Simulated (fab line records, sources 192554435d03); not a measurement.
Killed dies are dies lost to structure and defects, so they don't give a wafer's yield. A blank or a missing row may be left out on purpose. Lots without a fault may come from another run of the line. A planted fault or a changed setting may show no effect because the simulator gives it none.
fab line records | flow n5_finfet
record lots=7 wafers=20 last_day=18
route steps=1938 shown PASSIVATION@1904
lots that met no fault: from a run of the same line without faults
start_h: hours from the record's first day to the start of the lot's first wafer shown | wait_h: hours since the lot's step before | " the same as in the row above | L1.1+2: a row that stands for several wafers | - no value, or no start given | * or withheld: withheld | < > ~ a bound
route shown NAME@n: a module of which the file shows steps, and the number in the route of the first | usual: mean/standard deviation of fault-free wafers | same: alike in all rows | chamber/n: place in a boat | sites: the reading at each site | _std_site: their standard deviation | _edge_site: outer sites' mean less inner sites' | radius_mm: how far each site lies from the wafer's centre | mask NAME#n: copy n | behind: the tool/chamber that last shaped the wafer | hold: why the lot was held/for how many hours/how that ended | device: the transistor (n, p or np) that didn't switch | end of line: the same wafers' tests at the end of the route | a step without rows: its recipe alone | killed: dies lost to structure and defects at the first sort, not the wafer's yield | map: a wafer's dies, x killed, . not, _ none there
set.NAME: the setting as run; set.NAME@STEP: as run at that earlier step | model.NAME: the simulator's own value behind a step, which no gauge read
lots at some steps of the route; a table a step, a row a wafer
services: from which hour (start_h, from the record's first day; less than 0 if before it) a tool's chamber was out of use, for how many hours, and why
## steps
# step N5_PASSIVATION_HARDBAKE_31
# recipe temp_c=130 time_s=120
# step N5_PASSIVATION_CD_MEAS_30
# recipe target_cd_nm=4000 landing_energy_ev=500 detector=se_inlens polarity=opening
# usual cd_nm=4000.2/2.5
# columns lot.wafer tool chamber start_h wait_h cd_nm
L597.3 cd_sem-01 0 284.04 - 3994.5
L597.5 " 0 " " 3997.8
L597.6 " 0 " " 3999.1
L598.1 cd_sem-02 0 303.74 - 3998.3
L598.5 " 0 " " 3998.8
L598.6 " 0 " " 3998.6
L601.1 cd_sem-03 0 308.92 - 4005.7
L601.2 " 0 " " 4002.7
L601.5 " 0 " " 4004.9
L602.2 cd_sem-03 0 314.31 - 3996.1
L602.5 " 0 " " 3997.8
L602.6 " 0 " " 4000.1
L609.1 cd_sem-01 0 372.00 - 3998.9
L609.4 " 0 " " 3998.8
L609.5 " 0 " " 4001.3
L617.1 cd_sem-02 0 413.04 - 4000.7
L617.5 " 0 " " 3999.9
L615.3 cd_sem-02 0 420.31 - 4005.2
L615.4 " 0 " " 4001.2
L615.5 " 0 " " 4002.2
# step N5_PASSIVATION_OVL_MEAS_63
# recipe points_per_wafer=44
# usual PAD_OVL=0/5.1
# columns lot.wafer tool chamber start_h wait_h PAD_OVL[nm]
L597.3 overlay-02 0 284.07 0.0 3
L597.5 " 0 " " -4
L597.6 " 0 " " -2
L598.1 overlay-02 0 303.77 0.0 -2
L598.5 " 0 " " -3
L598.6 " 0 " " -2
L601.1 overlay-01 0 308.95 0.0 4
L601.2 " 0 " " 6
L601.5 " 0 " " -5
L602.2 overlay-01 0 314.34 0.0 4
L602.5 " 0 " " -2
L602.6 " 0 " " 9
L609.1 overlay-02 0 372.03 0.0 -1
L609.4 " 0 " " 3
L609.5 " 0 " " -6
L617.1 overlay-02 0 413.07 0.0 0
L617.5 " 0 " " -1
L615.3 overlay-02 0 420.34 0.0 1
L615.4 " 0 " " 0
L615.5 " 0 " " -1
# step N5_PASSIVATION_INSPECT_64
# recipe mode=adi inspect_instrument=macro
# usual raw_defect_count=2.1/1.4
# columns lot.wafer tool chamber start_h wait_h raw_defect_count
L597.3 defect_inspect-01 - 284.09 0.0 3
L597.5 " - " " 3
L597.6 " - " " 1
L598.1 defect_inspect-01 - 303.79 0.0 4
L598.5 " - " " 2
L598.6 " - " " 1
L601.1 defect_inspect-01 - 308.97 0.0 3
L601.2 " - " " 3
L601.5 " - " " 1
L602.2 defect_inspect-02 - 314.37 0.0 0
L602.5 " - " " 2
L602.6 " - " " 3
L609.1 defect_inspect-02 - 372.05 0.0 1
L609.4 " - " " 1
L609.5 " - " " 2
L617.1 defect_inspect-01 - 413.10 0.0 2
L617.5 " - " " 2
L615.3 defect_inspect-01 - 420.36 0.0 2
L615.4 " - " " 0
L615.5 " - " " 3
# step N5_PASSIVATION_DESCUM_32
# recipe chemistry=O2 time_s=7.9 source_power_w=50 bias_power_w=20 pressure_mtorr=20 rf_frequency_hz=2.712e+07 temp_c=40 o2_flow_sccm=225
# usual drypump_motor_current_A=5.7/0.38 oes_product_au=0.83/0.072 rf_vpp_V=243.6/1.2 showerhead_plenum_p_Torr=2.12/0.055 temp_c=39.98/0.096 throttle_valve_pct=20.38/0.17
# columns lot.wafer tool chamber start_h wait_h drypump_motor_current_A oes_product_au rf_hours_counter_h rf_vpp_V showerhead_plenum_p_Torr temp_c throttle_valve_pct
L597.3 rie_diel-04 0 284.33 0.2 5.3 0.87 31 243.7 2.15 40.02 20.41
L597.5 " 0 " " 5.3 0.87 - 244.0 2.15 40.14 20.42
L597.6 " 3 " " 5.3 0.97 - 242.3 2.05 39.88 20.42
L598.1 rie_diel-04 1 303.83 0.0 5.4 0.94 21 245.3 2.14 39.91 20.26
L598.5 " 1 " " 5.4 0.94 - 243.7 2.14 39.86 20.26
L598.6 " 2 " " 5.9 0.77 - 244.8 2.19 40.18 20.63
L601.1 rie_diel-05 0 309.14 0.2 5.4 0.83 62 244.2 2.04 40.04 20.50
L601.2 " 1 " " 6.1 0.83 83 243.4 2.13 40.08 20.27
L601.5 " 2 " " 5.7 0.72 - 244.4 2.17 40.10 20.48
L602.2 rie_diel-05 0 314.53 0.2 5.3 0.83 64 243.0 2.04 39.97 20.51
L602.5 " 1 " " 6.1 0.82 - 242.7 2.13 39.92 20.27
L602.6 " 0 " " 5.3 0.81 - 242.3 2.04 40.02 20.50
L609.1 rie_diel-06 3 372.09 0.0 5.7 0.80 85 243.1 2.10 40.11 20.10
L609.4 " 0 " " 5.4 0.95 16 245.2 2.23 39.93 20.25
L609.5 " 3 " " 5.7 0.81 - 243.3 2.10 39.99 20.09
L617.1 rie_diel-05 1 413.13 0.0 6.1 0.78 120 243.8 2.11 39.79 20.30
L617.5 " 3 " " 6.1 0.92 - 241.8 2.03 39.94 20.15
L615.3 rie_diel-05 0 420.50 0.1 5.3 0.79 99 242.4 2.03 39.85 20.54
L615.4 " 2 " " 5.6 0.71 212 244.1 2.16 39.90 20.55
L615.5 " 0 " " 5.4 0.79 - 241.7 2.03 39.78 20.56
# step N5_PASSIVATION_AL_ETCH_33
# recipe chemistry=Cl2/BCl3 target_depth_a=28000 over_etch_frac=0.15 Cl2_flow_sccm=180 bcl3_flow_sccm=60 target=Al stop_on=TaN time_s=466.7 ion_energy_ev=100 pressure_mtorr=10 icp_w=900 bias_w=100
# usual bias_w=100.02/0.29 drypump_motor_current_A=5.65/0.27 oes_product_au=0.77/0.058 throttle_valve_pct=34.8/0.38
# columns lot.wafer tool chamber start_h wait_h bias_w drypump_motor_current_A oes_product_au rf_hours_counter_h throttle_valve_pct
L597.3 rie_metal-02 0 284.55 0.2 99.78 5.27 0.82 - 34.0
L597.5 " 1 " " 99.91 5.79 0.78 - 34.7
L597.6 " 0 " " 99.67 5.28 0.82 - 34.0
L598.1 rie_metal-02 0 303.91 0.1 100.13 5.28 0.82 6 34.0
L598.5 " 1 " " 100.06 5.80 0.78 - 34.7
L598.6 " 0 " " 100.50 5.30 0.81 - 34.0
L601.1 rie_metal-01 1 309.23 0.1 100.20 5.83 0.81 15 35.2
L601.2 " 0 " " 100.59 5.40 0.75 24 34.9
L601.5 " 1 " " 100.07 5.88 0.80 - 35.3
L602.2 rie_metal-01 0 314.62 0.1 100.15 5.42 0.74 24 34.9
L602.5 " 1 " " 99.96 5.86 0.79 - 35.3
L602.6 " 0 " " 99.98 5.40 0.73 - 35.0
L609.1 rie_metal-01 0 372.17 0.1 100.02 5.39 0.72 28 35.0
L609.4 " 1 " " 100.53 5.85 0.78 - 35.3
L609.5 " 1 " " 100.07 5.84 0.77 - 35.3
L617.1 rie_metal-02 0 413.22 0.1 99.86 5.28 0.77 16 34.0
L617.5 " 0 " " 100.17 5.29 0.78 - 34.0
L615.3 rie_metal-01 0 420.72 0.2 100.23 5.41 0.72 - 35.0
L615.4 " 1 " " 99.46 5.83 0.75 - 35.3
L615.5 " 0 " " 99.70 5.39 0.70 - 35.0
# step N5_PASSIVATION_ETCH_59
# recipe chemistry=Cl2/BCl3 target=TaN target_depth_a=650 time_s=34.9 ion_energy_ev=100 pressure_mtorr=10 icp_w=900 bias_w=100 Cl2_flow_sccm=60 bcl3_flow_sccm=30
# usual bias_w=100.03/0.29 drypump_motor_current_A=5.65/0.26 oes_product_au=0.85/0.062 throttle_valve_pct=21.36/0.22
# columns lot.wafer tool chamber start_h wait_h bias_w drypump_motor_current_A oes_product_au rf_hours_counter_h throttle_valve_pct
L597.3 rie_metal-02 0 284.84 0.2 99.90 5.29 0.89 - 21.01
L597.5 " 1 " " 100.05 5.78 0.88 - 21.23
L597.6 " 0 " " 99.80 5.28 0.88 - 21.02
L598.1 rie_metal-02 0 304.31 0.3 100.28 5.28 0.87 6 21.01
L598.5 " 1 " " 100.04 5.82 0.88 - 21.20
L598.6 " 0 " " 99.97 5.28 0.87 - 21.00
L601.1 rie_metal-01 1 309.63 0.3 100.06 5.86 0.90 15 21.70
L601.2 " 0 " " 100.30 5.40 0.84 24 21.40
L601.5 " 1 " " 100.06 5.81 0.89 - 21.72
L602.2 rie_metal-01 0 315.02 0.3 100.37 5.39 0.83 25 21.42
L602.5 " 1 " " 99.77 5.85 0.89 - 21.73
L602.6 " 0 " " 99.62 5.40 0.84 - 21.41
L609.1 rie_metal-01 0 372.58 0.3 100.21 5.40 0.82 29 21.44
L609.4 " 1 " " 100.32 5.84 0.88 - 21.70
L609.5 " 1 " " 99.95 5.85 0.88 - 21.70
L617.1 rie_metal-02 0 413.62 0.3 99.84 5.28 0.81 16 21.05
L617.5 " 0 " " 99.64 5.29 0.82 - 21.04
L615.3 rie_metal-01 0 421.02 0.2 100.33 5.39 0.80 - 21.46
L615.4 " 1 " " 100.52 5.83 0.87 - 21.74
L615.5 " 0 " " 100.04 5.40 0.80 - 21.44
# step N5_PASSIVATION_STRIP_34
# recipe chemistry=O2 power_w=600 temp_c=60 pressure_mtorr=30 rf_frequency_hz=6e+07 bias_power_w=0 overash_fraction=2 o2_flow_sccm=225
# usual drypump_motor_current_A=5.8/0.39 oes_product_au=0.83/0.08 rf_vpp_V=3.4/1.5 showerhead_plenum_p_Torr=2.12/0.062 temp_c=60.00/0.12 throttle_valve_pct=16.58/0.18
# columns lot.wafer tool chamber start_h wait_h drypump_motor_current_A oes_product_au rf_hours_counter_h rf_vpp_V showerhead_plenum_p_Torr temp_c throttle_valve_pct
L597.3 rie_diel-05 2 284.93 0.1 5.6 0.75 163 3.4 2.18 60.15 16.68
L597.5 " 2 " " 5.7 0.74 - 4.5 2.18 59.92 16.74
L597.6 " 0 " " 5.3 0.84 - 2.5 2.05 59.99 16.61
L598.1 rie_diel-05 0 304.58 0.2 5.3 0.84 59 3.7 2.05 59.88 16.67
L598.5 " 1 " " 6.0 0.83 - 4.4 2.13 59.99 16.44
L598.6 " 0 " " 5.3 0.83 - 8.3 2.05 60.02 16.69
L601.1 rie_diel-04 2 309.75 0.1 5.9 0.75 158 4.6 2.19 60.26 16.90
L601.2 " 0 " " 5.4 0.86 40 2.0 2.15 60.17 16.65
L601.5 " 1 " " 5.4 0.91 - 4.3 2.14 60.07 16.48
L602.2 rie_diel-05 0 315.14 0.1 5.4 0.83 64 3.4 2.05 59.76 16.64
L602.5 " 2 " " 5.7 0.74 - 4.6 2.18 59.92 16.79
L602.6 " 1 " " 6.1 0.84 - 3.6 2.13 60.06 16.50
L609.1 rie_diel-06 2 372.69 0.1 6.3 0.81 77 4.7 2.14 60.00 16.61
L609.4 " 3 " " 5.7 0.82 85 3.5 2.10 59.90 16.41
L609.5 " 0 " " 5.4 0.96 - 2.2 2.23 60.40 16.47
L617.1 rie_diel-05 1 413.78 0.1 6.2 0.79 120 3.3 2.12 60.14 16.52
L617.5 " 0 " " 5.4 0.77 - 4.2 2.03 59.82 16.71
L615.3 rie_diel-06 2 421.10 0.1 6.4 0.81 88 4.2 2.14 59.73 16.64
L615.4 " 0 " " 5.3 0.90 36 3.9 2.23 59.88 16.45
L615.5 " 1 " " 6.5 0.83 - 2.2 2.12 60.30 16.39
# step N5_PASSIVATION_STRIP_51
# recipe chemistry=post_etch_residue_remover time_s=1200 temp_c=72.5
# step N5_PASSIVATION_CLEAN_69
# recipe chemistry=IPA time_s=180 temp_c=25
# step N5_PASSIVATION_SRD_70
# recipe dry=ipa_marangoni time_s=30 temp_c=23 rinse_liquid=diw
# step N5_PASSIVATION_PECVD_53
# recipe material=SiO2 target_thk_a=8000 temp_c=400 precursor=TEOS/O2 pressure_torr=6.5 rf_w=withheld teos_flow_sccm=withheld gas=O2 flow_sccm=2650 time_s=169.4
# step N5_PASSIVATION_PECVD_35
# recipe material=SiNx target_thk_a=7000 temp_c=400 precursor=SiH4/NH3/N2 pressure_torr=4.9 rf_w=1406 time_s=151.3
# usual chamber_pressure_Torr=4.901/0.01 heater_power_outer_w=205/86 heater_power_w=432/90 showerhead_plenum_p_Torr=8.74/0.04 susceptor_temp_C=400.03/0.21 throttle_valve_pct=28.8/0.79
# columns lot.wafer tool chamber start_h wait_h chamber_pressure_Torr heater_power_outer_w heater_power_w showerhead_plenum_p_Torr susceptor_temp_C throttle_valve_pct
L597.3 pecvd-04 0 286.10 0.1 4.896 358 573 8.71 399.97 28.7
L597.5 " 1 " " 4.913 132 321 8.74 399.84 31.0
L597.6 " 0 " " 4.900 240 413 8.70 400.07 28.7
L598.1 pecvd-02 2 305.19 0.1 - - - - - -
L598.5 " 1 " " - - - - - -
L598.6 " 2 " " - - - - - -
L601.1 pecvd-01 1 310.36 0.1 - - - - - -
L601.2 " 0 " " - - - - - -
L601.5 " 0 " " - - - - - -
L602.2 pecvd-01 2 315.80 0.1 - - - - - -
L602.5 " 0 " " - - - - - -
L602.6 " 1 " " - - - - - -
L609.1 pecvd-02 0 373.34 0.1 4.905 232 491 8.69 400.29 29.0
L609.4 " 2 " " 4.892 156 402 8.72 400.05 29.3
L609.5 " 1 " " 4.904 378 615 8.75 400.19 28.5
L617.1 pecvd-02 0 414.40 0.1 4.897 233 483 8.67 400.21 28.9
L617.5 " 0 " " 4.889 117 344 8.70 399.99 29.2
L615.3 pecvd-01 0 421.72 0.1 4.897 114 333 8.82 399.93 27.9
L615.4 " 0 " " 4.910 150 389 8.78 400.03 27.9
L615.5 " 2 " " 4.900 216 451 8.70 399.97 28.9
# step N5_PASSIVATION_HMDS_37
# recipe time_s=60 temp_c=120
# step N5_PASSIVATION_PROBE_49
# usual defect_limited_yield=91.1/1.3 killed_at_M0_to_M3=32/9.7 killed_at_M4_up=16/6 killed_at_contacts=12/5.9 killed_at_front_end=41/11 killed_at_other=4/3.1 killed_dies=104/16 killed_open=68/12 killed_short=34/7.4 sort_bin_5_function=5.1/0.85 sort_bin_6_memory=3.3/0.66 sort_bin_8_speed=0.1/0.53 sort_n_pass=1075/16 sort_yield_pct=91.1/1.4
# same gross_dies=1180 killed_at_back_side=0 sort_bin_4_leakage[%]=0
# columns lot.wafer tool chamber start_h wait_h defect_limited_yield[%] killed_at_M0_to_M3 killed_at_M4_up killed_at_contacts killed_at_front_end killed_at_other killed_dies killed_open killed_short sort_bin_5_function[%] sort_bin_6_memory[%] sort_bin_8_speed[%] sort_n_pass sort_yield_pct[%]
L598.1 prober-01 - 309.94 0.0 90.8 35 11 11 48 4 109 71 34 5.4 3.6 0 1071 90.8
L598.5 prober-01 - 310.14 0.2 90.8 31 22 7 47 1 108 70 35 6.0 2.8 0 1072 90.8
L598.6 prober-01 - 310.19 0.3 88.4 35 16 15 66 5 137 86 46 6.6 4.7 0 1043 88.4
# killed by level:class
L598.1 FIN_SAQP:geometric_particle:open=21 FIN_SAQP:geometric_particle:short=9 MOL_CONTACT_COAG:geometric_particle:open=9 BEOL_M0_SAQP:geometric_particle:open=7 BEOL_M0_SAQP:geometric_particle:short=7 BEOL_M0:geometric_particle:open=6 STI_FIN_REVEAL:geometric_particle:open=5 BEOL_M1:geometric_particle:short=5
L598.5 FIN_SAQP:geometric_particle:open=14 BEOL_M4:geometric_particle:open=12 FIN_SAQP:geometric_particle:short=10 BEOL_M0_SAQP:geometric_particle:short=10 STI_FIN_REVEAL:geometric_particle:open=7 MOL_CONTACT_COAG:geometric_particle:open=6 BEOL_M3:geometric_particle:open=6 BEOL_M0_SAQP:geometric_particle:open=5
L598.6 FIN_SAQP:geometric_particle:open=27 FIN_SAQP:geometric_particle:short=14 MOL_CONTACT_COAG:geometric_particle:open=11 BEOL_M2:geometric_particle:open=8 BEOL_M4:geometric_particle:open=8 GATE_CUT:geometric_particle:short=6 BEOL_M0_SAQP:geometric_particle:open=6 BEOL_M0_SAQP:geometric_particle:short=5
## services
# columns tool chamber start_h hours kind
rie_diel-06 2 275.94 2.5 repair
rie_diel-05 3 283.73 - clean
rie_diel-05 3 283.73 - consumable_replace:focus_ring
rie_diel-05 3 283.73 26.2 scheduled_down
rie_diel-05 3 283.73 26.2 vent_cycle
rie_diel-06 0 300.33 - clean
rie_diel-06 0 300.33 - consumable_replace:focus_ring
rie_diel-06 0 300.33 - consumable_replace:showerhead
rie_diel-06 0 300.33 15.9 scheduled_down
rie_diel-06 0 300.33 15.9 vent_cycle
pecvd-01 1 303.86 4.9 repair
pecvd-04 0 316.97 5.5 scheduled_down
rie_metal-01 0 320.04 4.9 repair
rie_metal-01 - 327.12 14.6 pm
pecvd-02 0 337.11 2.1 scheduled_down
pecvd-04 - 372.50 1.2 repair
pecvd-02 2 375.64 30.7 repair
pecvd-04 1 383.62 - clean
pecvd-04 1 383.62 - consumable_replace:showerhead
pecvd-04 1 383.62 29.0 scheduled_down
rie_metal-02 - 391.00 2.6 repair
rie_diel-05 0 414.10 5.3 repair
rie_metal-02 1 417.17 3.0 repair
pecvd-04 - 417.78 14.6 pm
## key
first_sign step=N5_PASSIVATION_PECVD_35 reading=tool_record direction=missing
effect none on later readings
met_at N5_PASSIVATION_PECVD_35
struck_wafers L598.1,L598.5,L598.6,L601.1,L601.2,L601.5,L602.2,L602.5,L602.6
fault kind=skipped_step_whole tool=pecvd-01,pecvd-02 chamber=- onset_h=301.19 steps=N5_PASSIVATION_PECVD_35 scope=struck_lots_only
